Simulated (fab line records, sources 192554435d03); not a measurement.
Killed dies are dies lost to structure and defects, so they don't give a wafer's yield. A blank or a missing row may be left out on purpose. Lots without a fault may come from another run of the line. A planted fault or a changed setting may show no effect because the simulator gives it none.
fab line records | flow n5_finfet
record lots=10 wafers=30 last_day=17
route steps=1938 shown GATE_CUT@468 MIM_BOT_LITHO@1863 TV_LITHO@1886 PASSIVATION@1936
lots that met no fault: from a run of the same line without faults
start_h: hours from the record's first day to the start of the lot's first wafer shown | wait_h: hours since the lot's step before | " the same as in the row above | L1.1+2: a row that stands for several wafers | - no value, or no start given | * or withheld: withheld | < > ~ a bound
route shown NAME@n: a module of which the file shows steps, and the number in the route of the first | usual: mean/standard deviation of fault-free wafers | same: alike in all rows | chamber/n: place in a boat | sites: the reading at each site | _std_site: their standard deviation | _edge_site: outer sites' mean less inner sites' | radius_mm: how far each site lies from the wafer's centre | mask NAME#n: copy n | behind: the tool/chamber that last shaped the wafer | hold: why the lot was held/for how many hours/how that ended | device: the transistor (n, p or np) that didn't switch | end of line: the same wafers' tests at the end of the route | a step without rows: its recipe alone | killed: dies lost to structure and defects at the first sort, not the wafer's yield | map: a wafer's dies, x killed, . not, _ none there
set.NAME: the setting as run; set.NAME@STEP: as run at that earlier step | model.NAME: the simulator's own value behind a step, which no gauge read
steps of the route over a sample of lots; a table a step, a row a wafer
services: from which hour (start_h, from the record's first day; less than 0 if before it) a tool's chamber was out of use, for how many hours, and why
## steps
# step N5_GATE_CUT_VAPOR_ETCH_60
# recipe chemistry=BCl3/Cl2 target=HfO2 mode=isotropic
# usual drypump_motor_current_A=5.8/0.43 he_backside_leak_sccm=3.34/0.22 oes_product_au=0.79/0.083
# columns lot.wafer tool chamber start_h wait_h drypump_motor_current_A he_backside_leak_sccm oes_product_au
L924.2 rie_metal-01 0 85.92 0.0 5.5 3.12 0.75
L924.5 " 0 " " 5.4 3.28 0.75
L924.6 " 1 " " 6.2 2.91 0.84
L925.3 rie_metal-02 0 94.54 0.1 5.2 3.20 0.80
L925.4 " 0 " " 5.2 3.25 0.80
L925.5 " 0 " " 5.2 3.16 0.81
L926.3 rie_metal-02 1 100.86 0.0 5.8 3.28 0.96
L926.5 " 1 " " 5.7 3.37 0.98
L926.6 " 0 " " 5.2 3.42 0.78
L929.2 rie_metal-02 0 120.34 0.0 5.2 3.27 0.80
L929.4 " 1 " " 5.8 3.50 0.95
L929.6 " 0 " " 5.2 3.29 0.79
L930.2 rie_metal-03 1 124.03 0.1 6.0 3.30 0.80
L930.5 " 1 " " 6.0 3.18 0.79
L930.6 " 1 " " 6.0 3.33 0.79
L931.1 rie_metal-02 1 130.33 0.0 5.7 3.57 0.93
L931.4 " 1 " " 5.7 3.37 0.94
L931.5 " 0 " " 5.2 3.26 0.79
L941.2 rie_metal-02 1 193.82 0.0 5.7 3.44 0.90
L941.3 " 1 " " 5.7 3.41 0.90
L941.4 " 0 " " 5.2 3.15 0.78
L942.4 rie_metal-03 0 195.74 0.0 6.4 3.63 0.66
L942.5 " 1 " " 6.0 3.06 0.77
L942.6 " 0 " " 6.4 3.55 0.66
L943.1 rie_metal-03 1 202.18 0.0 6.0 3.08 0.77
L943.3 " 1 " " 6.0 3.14 0.77
L943.5 " 0 " " 6.4 3.70 0.68
L945.3 rie_metal-02 0 212.81 0.0 5.2 3.37 0.77
L945.5 " 0 " " 5.2 3.51 0.77
L945.6 " 1 " " 5.8 3.39 0.89
# step N5_MIM_BOT_LITHO_OVL_MEAS_11
# recipe points_per_wafer=44
# usual MIM_BOT_OVL=0/5.3
# columns lot.wafer tool chamber start_h wait_h MIM_BOT_OVL[nm]
L924.2 overlay-01 0 277.29 0.0 -9
L924.5 " 0 " " -13
L924.6 " 0 " " -10
L926.3 overlay-01 0 278.49 0.0 11
L926.5 " 0 " " 8
L926.6 " 0 " " 7
L925.3 overlay-02 0 283.16 0.0 12
L925.4 " 0 " " 8
L925.5 " 0 " " 2
L929.2 overlay-01 0 300.59 0.0 -9
L929.4 " 0 " " -5
L929.6 " 0 " " -4
L930.2 overlay-02 0 306.99 0.0 6
L930.5 " 0 " " 0
L930.6 " 0 " " 3
L931.1 overlay-01 0 313.64 0.0 4
L931.4 " 0 " " 4
L931.5 " 0 " " -1
L941.2 overlay-02 0 361.86 0.0 3
L941.3 " 0 " " 6
L941.4 " 0 " " 7
L942.4 overlay-02 0 383.69 0.0 -4
L942.5 " 0 " " 0
L942.6 " 0 " " 4
L943.1 overlay-02 0 394.71 0.0 -7
L943.3 " 0 " " -7
L943.5 " 0 " " 1
L945.3 overlay-01 0 405.21 0.0 -3
L945.5 " 0 " " -5
L945.6 " 0 " " -2
# step N5_MIM_BOT_LITHO_DESCUM_10
# recipe chemistry=O2 time_s=7.9 source_power_w=50 bias_power_w=20 pressure_mtorr=20 rf_frequency_hz=2.712e+07 temp_c=40 o2_flow_sccm=225
# usual chamber_pressure_mTorr=20.001/0.018 drypump_motor_current_A=5.8/0.38 oes_product_au=0.82/0.073 rf_vpp_V=243.3/1.5 showerhead_plenum_p_Torr=2.10/0.078 throttle_valve_pct=20.29/0.14
# columns lot.wafer tool chamber start_h wait_h chamber_pressure_mTorr drypump_motor_current_A oes_product_au rf_hours_counter_h rf_vpp_V showerhead_plenum_p_Torr throttle_valve_pct
L924.2 rie_diel-04 1 277.35 0.0 19.990 5.7 0.72 212 244.5 2.17 20.42
L924.5 " 2 " " 19.989 6.2 0.96 - 242.3 2.06 20.27
L924.6 " 1 " " 19.990 5.7 0.73 - 244.1 2.17 20.43
L926.3 rie_diel-03 0 278.55 0.0 20.000 5.7 0.88 35 241.8 2.03 20.18
L926.5 " 3 " " 19.980 6.1 0.81 - 243.0 2.10 20.33
L926.6 " 0 " " 20.002 5.7 0.88 - 241.9 2.03 20.18
L925.3 rie_diel-04 3 283.74 0.6 20.015 5.5 0.78 100 242.2 2.01 20.17
L925.4 " 2 " " 20.009 6.3 0.95 16 243.1 2.07 20.27
L925.5 " 0 " " 20.016 5.5 0.84 - 245.8 2.21 20.18
L929.2 rie_diel-04 3 300.65 0.0 20.012 5.5 0.77 105 241.3 2.01 20.15
L929.4 " 0 " " 19.994 5.5 0.84 75 245.2 2.21 20.19
L929.6 " 3 " " 20.002 5.5 0.76 - 242.1 2.01 20.17
L930.2 rie_diel-03 2 307.10 0.1 20.017 4.8 0.86 34 241.1 2.03 20.26
L930.5 " 3 " " 20.013 6.1 0.80 - 242.3 2.10 20.36
L930.6 " 2 " " 20.011 4.8 0.87 - 240.9 2.03 20.24
L931.1 rie_diel-02 2 313.80 0.1 20.029 5.9 0.70 217 240.2 1.98 20.47
L931.4 " 2 " " 20.012 5.9 0.71 - 241.1 1.98 20.47
L931.5 " 0 " " 19.993 5.9 0.84 - 242.9 2.10 20.32
L941.2 rie_diel-02 3 361.92 0.0 20.007 6.3 0.97 10 243.2 2.13 19.93
L941.3 " 1 " " 20.006 5.6 0.85 45 244.2 2.22 20.23
L941.4 " 2 " " 20.018 5.9 0.69 237 242.9 1.97 20.48
L942.4 rie_diel-04 0 384.19 0.3 19.996 5.6 0.81 103 245.7 2.20 20.23
L942.5 " 3 " " 19.983 5.6 0.75 - 241.9 2.00 20.21
L942.6 " 0 " " 20.003 5.5 0.80 - 244.5 2.20 20.22
L943.1 rie_diel-04 0 394.77 0.0 19.996 5.5 0.80 107 244.3 2.20 20.24
L943.3 " 2 " " 19.982 6.3 0.89 53 241.4 2.05 20.34
L943.5 " 3 " " 19.991 5.5 0.74 - 241.8 1.99 20.23
L945.3 rie_diel-04 0 405.27 0.0 20.011 5.6 0.78 112 244.0 2.20 20.24
L945.5 " 3 " " 19.977 5.5 0.73 - 241.6 1.99 20.24
L945.6 " 0 " " 20.002 5.6 0.78 - 245.3 2.20 20.24
# step N5_PASSIVATION_DESCUM_12
# recipe chemistry=O2 time_s=7.9 source_power_w=50 bias_power_w=20 pressure_mtorr=20 rf_frequency_hz=2.712e+07 temp_c=40 o2_flow_sccm=225
# usual chamber_pressure_mTorr=20.001/0.019 drypump_motor_current_A=5.9/0.38 oes_product_au=0.80/0.1 rf_vpp_V=243.3/1.6 showerhead_plenum_p_Torr=2.09/0.093 throttle_valve_pct=20.4/0.31
# columns lot.wafer tool chamber start_h wait_h chamber_pressure_mTorr drypump_motor_current_A oes_product_au rf_hours_counter_h rf_vpp_V showerhead_plenum_p_Torr throttle_valve_pct
L926.3 rie_diel-05 2 282.11 0.2 20.004 6.2 0.97 3 245.3 2.24 19.9
L926.5 " 2 " " 19.998 6.2 0.97 - 245.3 2.24 19.9
L926.6 " 3 " " 19.991 6.1 0.66 - 244.8 2.16 20.7
L924.2 rie_diel-06 1 282.43 0.2 19.996 5.2 0.96 2 243.5 2.06 19.9
L924.5 " 2 " " 20.019 5.6 0.77 - 241.4 1.91 20.6
L924.6 " 3 " " 20.005 6.2 0.72 - 242.0 2.07 20.9
L925.3 rie_diel-06 1 285.19 0.0 19.984 5.2 0.95 2 242.6 2.06 19.9
L925.4 " 3 " " 20.008 6.2 0.73 194 243.9 2.07 20.9
L925.5 " 0 " " 20.027 5.7 0.72 - 242.3 2.06 20.5
L929.2 rie_diel-06 2 302.41 0.2 19.989 5.7 0.76 171 241.4 1.91 20.6
L929.4 " 1 " " 19.946 5.2 0.94 8 242.0 2.05 19.9
L929.6 " 2 " " 19.981 5.7 0.75 - 239.4 1.91 20.6
L930.2 rie_diel-06 0 308.75 0.0 19.976 5.7 0.72 198 242.0 2.06 20.5
L930.5 " 1 " " 20.020 5.2 0.93 - 242.3 2.05 19.9
L930.6 " 2 " " 20.028 5.6 0.75 - 240.0 1.91 20.6
L931.1 rie_diel-05 2 315.78 0.0 20.009 6.2 0.92 16 242.8 2.23 20.0
L931.4 " 1 " " 20.037 6.0 0.70 - 241.5 2.06 20.3
L931.5 " 0 " " 20.006 6.4 0.86 - 245.3 2.21 20.6
L941.2 rie_diel-06 2 363.74 0.1 20.002 5.6 0.75 187 240.1 1.91 20.6
L941.3 " 0 " " 20.019 5.7 0.70 214 242.0 2.05 20.5
L941.4 " 3 " " 20.012 6.2 0.71 215 244.1 2.07 21.0
L942.4 rie_diel-06 1 387.65 0.3 19.992 5.2 0.87 33 242.5 2.05 20.0
L942.5 " 0 " " 20.004 5.7 0.69 - 243.0 2.05 20.5
L942.6 " 1 " " 19.988 5.2 0.87 - 242.7 2.05 20.0
L943.1 rie_diel-01 2 397.20 0.2 19.993 5.2 0.81 79 241.2 2.04 20.5
L943.3 " 0 " " 19.978 6.2 0.91 14 245.0 2.23 20.1
L943.5 " 1 " " 20.016 6.1 0.90 - 242.1 2.04 20.3
L945.3 rie_diel-05 0 406.82 0.0 20.005 6.4 0.82 64 245.2 2.20 20.7
L945.5 " 2 " " 20.019 6.2 0.87 - 245.9 2.23 20.0
L945.6 " 1 " " 20.001 6.0 0.68 - 242.4 2.05 20.3
# step N5_PASSIVATION_PROBE_49
# usual defect_limited_yield=91.4/1.5 killed_at_M0_to_M3=32/9.8 killed_at_M4_up=15/5.6 killed_at_contacts=12/5.4 killed_at_front_end=40/13 killed_at_other=3.0/2.1 killed_dies=102/17 killed_on_rim=14/4.4 killed_open=67/13 killed_short=32/7.1 sort_bin_5_function=5.1/0.96 sort_bin_6_memory=3.2/0.7 sort_bin_8_speed=0.0/0.3 sort_n_pass=1078/18 sort_yield_pct=91.3/1.5
# same gross_dies=1180 killed_at_back_side=0 sort_bin_4_leakage[%]=0
# columns lot.wafer tool chamber start_h wait_h defect_limited_yield[%] killed_at_M0_to_M3 killed_at_M4_up killed_at_contacts killed_at_front_end killed_at_other killed_dies killed_on_rim killed_open killed_short sort_bin_5_function[%] sort_bin_6_memory[%] sort_bin_8_speed[%] sort_n_pass sort_yield_pct[%]
L929.2 prober-02 - 310.38 0.1 80.6 44 15 12 154 4 229 25 79 30 10.9 6.0 0 951 80.6
L929.4 prober-02 - 310.48 0.2 83.4 37 13 12 131 3 196 35 84 42 9.7 4.6 0 984 83.4
L929.6 prober-02 - 310.58 0.3 79.9 42 11 12 169 3 237 29 85 29 12.4 5.0 0 943 79.9
L931.1 prober-02 - 322.25 0.0 87.9 21 8 7 104 3 143 32 53 22 7.5 2.7 0 1037 87.9
L931.4 prober-02 - 322.40 0.2 87.5 28 15 6 98 1 148 23 52 32 7.3 3.5 0 1032 87.5
L931.5 prober-02 - 322.45 0.2 83.6 25 10 9 143 6 193 24 39 32 11.6 2.1 0 987 83.6
L942.4 prober-01 - 394.28 0.2 89.7 27 8 9 76 2 122 16 87 32 5.7 4.2 0 1058 89.7
L942.5 prober-01 - 394.33 0.2 91.3 27 6 11 52 7 103 18 68 34 5.4 3.1 0 1077 91.3
L942.6 prober-01 - 394.38 0.3 90.3 29 8 3 74 1 115 18 81 34 5.8 3.8 0 1065 90.3
L943.1 prober-01 - 404.01 0.0 90.1 35 19 15 46 2 117 19 72 43 6.6 3.1 0 1063 90.1
L943.3 prober-01 - 404.11 0.1 90.6 35 16 19 36 5 111 16 74 37 6.4 3.0 0 1069 90.6
L943.5 prober-01 - 404.21 0.2 91.8 36 11 21 24 5 97 15 49 46 4.0 4.0 0 1083 91.8
# killed by level:class
L929.2 GATE_CUT:unspecified=120 BEOL_M2:geometric_particle:open=15 MOL_CONTACT_COAG:geometric_particle:open=11 BEOL_M3:geometric_particle:open=9 BEOL_M4:geometric_particle:open=9 STI_FIN_REVEAL:geometric_particle:open=8 FIN_SAQP:geometric_particle:short=7 DUMMY_GATE:geometric_particle:open=6
L929.4 GATE_CUT:unspecified=63 STI_FIN_REVEAL:geometric_particle:open=28 BEOL_M1:geometric_particle:open=15 FIN_SAQP:geometric_particle:short=11 MOL_CONTACT_COAG:geometric_particle:open=8 HKMG_FIN:area_etch=7 FIN_SAQP:geometric_particle:open=6 STI_FIN_REVEAL:geometric_particle:short=6
L929.6 GATE_CUT:unspecified=123 STI_FIN_REVEAL:geometric_particle:open=20 BEOL_M3:geometric_particle:open=14 MOL_CONTACT_COAG:geometric_particle:open=10 STI_FIN_REVEAL:geometric_particle:short=7 BEOL_M2:geometric_particle:open=7 BEOL_M0_SAQP:geometric_particle:open=6 BEOL_M4:geometric_particle:open=6
L931.1 GATE_CUT:unspecified=67 STI_FIN_REVEAL:geometric_particle:open=13 BEOL_M1:geometric_particle:open=6 MOL_CONTACT_COAG:geometric_particle:open=5 BEOL_M0_SAQP:geometric_particle:open=5 BEOL_M0_SAQP:geometric_particle:short=5 GATE_CUT:geometric_particle:short=4 FIN_SAQP:geometric_particle:open=3
L931.4 GATE_CUT:unspecified=63 GATE_CUT:geometric_particle:short=8 GATE_CUT:geometric_particle:open=7 BEOL_M2:geometric_particle:open=7 BEOL_M0_SAQP:geometric_particle:open=6 BEOL_M0_SAQP:geometric_particle:short=5 BEOL_M4:geometric_particle:open=5 FIN_SAQP:geometric_particle:short=4
L931.5 GATE_CUT:unspecified=120 MOL_CONTACT_COAG:geometric_particle:open=6 BEOL_M0_SAQP:geometric_particle:open=5 STARTING-WAFER:geometric_particle:short=5 FIN_SAQP:geometric_particle:short=4 BEOL_M0_SAQP:geometric_particle:short=4 BEOL_M1:geometric_particle:open=4 BEOL_M1:geometric_particle:short=4
L942.4 FIN_SAQP:geometric_particle:open=29 STI_FIN_REVEAL:geometric_particle:open=17 BEOL_M1:geometric_particle:open=9 GATE_CUT:geometric_particle:short=7 BEOL_M2:geometric_particle:open=5 MOL_CONTACT_COAG:geometric_particle:open=5 STI_FIN_REVEAL:geometric_particle:short=4 MOL_CONTACT_COAG:geometric_particle:short=4
L942.5 STI_FIN_REVEAL:geometric_particle:open=21 MOL_CONTACT_COAG:geometric_particle:open=10 FIN_SAQP:geometric_particle:open=9 STI_FIN_REVEAL:geometric_particle:short=9 BEOL_M0_SAQP:geometric_particle:short=5 BEOL_M1:geometric_particle:open=5 MIM_TOP:geometric_particle:open=5 FIN_SAQP:geometric_particle:short=4
L942.6 FIN_SAQP:geometric_particle:open=27 STI_FIN_REVEAL:geometric_particle:open=15 FIN_SAQP:geometric_particle:short=10 BEOL_M2:geometric_particle:open=10 GATE_CUT:geometric_particle:short=8 BEOL_M1:geometric_particle:open=8 STARTING-WAFER:geometric_particle:short=6 BEOL_M0:geometric_particle:open=4
L943.1 FIN_SAQP:geometric_particle:short=11 BEOL_M0_SAQP:geometric_particle:open=11 BEOL_M4:geometric_particle:open=10 MOL_CONTACT_COAG:geometric_particle:open=10 STI_FIN_REVEAL:geometric_particle:open=9 BEOL_M0_SAQP:geometric_particle:short=9 FIN_SAQP:geometric_particle:open=6 MOL_CONTACT_COAG:geometric_particle:short=5
L943.3 MOL_CONTACT_COAG:geometric_particle:open=15 BEOL_M0_SAQP:geometric_particle:open=15 FIN_SAQP:geometric_particle:short=10 FIN_SAQP:geometric_particle:open=8 BEOL_M4:geometric_particle:open=7 BEOL_M0_SAQP:geometric_particle:short=5 BEOL_M2:geometric_particle:open=5 STI_FIN_REVEAL:geometric_particle:open=4
L943.5 MOL_CONTACT_COAG:geometric_particle:short=12 BEOL_M0_SAQP:geometric_particle:short=11 BEOL_M0_SAQP:geometric_particle:open=10 MOL_CONTACT_COAG:geometric_particle:open=9 FIN_SAQP:geometric_particle:short=8 BEOL_M3:geometric_particle:open=5 FIN_SAQP:geometric_particle:open=4 GATE_CUT:geometric_particle:short=4
## services
# columns tool chamber start_h hours kind
rie_diel-06 - 75.90 0.5 repair
rie_diel-02 0 91.45 11.1 repair
rie_diel-02 3 99.64 9.0 repair
rie_diel-06 0 101.16 4.5 repair
rie_diel-02 3 117.67 8.6 repair
rie_metal-03 0 119.79 21.1 repair
rie_diel-04 - 122.84 15.6 pm
rie_diel-06 0 190.33 6.5 repair
rie_diel-06 2 195.78 28.7 repair
rie_metal-03 - 196.00 0.4 repair
rie_diel-05 1 197.55 24.1 repair
rie_metal-02 - 203.10 2.8 pm
rie_diel-03 - 212.07 0.1 repair
rie_diel-03 - 223.88 15.6 pm
rie_metal-03 1 230.89 8.2 repair
rie_diel-04 3 238.86 7.2 repair
rie_diel-05 1 244.64 5.5 repair
rie_metal-03 - 256.46 0.2 repair
rie_diel-02 0 349.30 4.2 repair
rie_diel-03 2 370.53 9.9 repair
rie_diel-05 - 370.65 0.8 repair
rie_diel-06 2 372.79 4.4 repair
rie_diel-05 0 404.30 1.6 repair
rie_diel-02 - 406.59 0.4 repair
## key
first_sign step=N5_PASSIVATION_PROBE_49 reading=killed_at_front_end direction=up sigmas=7.4 usual=40 struck=133
effect step=N5_PASSIVATION_PROBE_49 reading=defect_limited_yield direction=down sigmas=5.2 usual=91.4 struck=83.8
more_kills_born_at N5_GATE_CUT_VAPOR_ETCH_60@rie_metal-02=554
met_at N5_GATE_CUT_VAPOR_ETCH_60
struck_lots L929,L931
not_acting_at N5_MIM_BOT_LITHO_OVL_MEAS_11,N5_MIM_BOT_LITHO_DESCUM_10,N5_PASSIVATION_DESCUM_12
onset_between 100.86 120.34
fault kind=chamber_particle_source tool=rie_metal-02 chamber=- onset_h=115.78 steps=N5_GATE_CUT_VAPOR_ETCH_60 rate_per_visit_cm2=0.96734 end_h=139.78
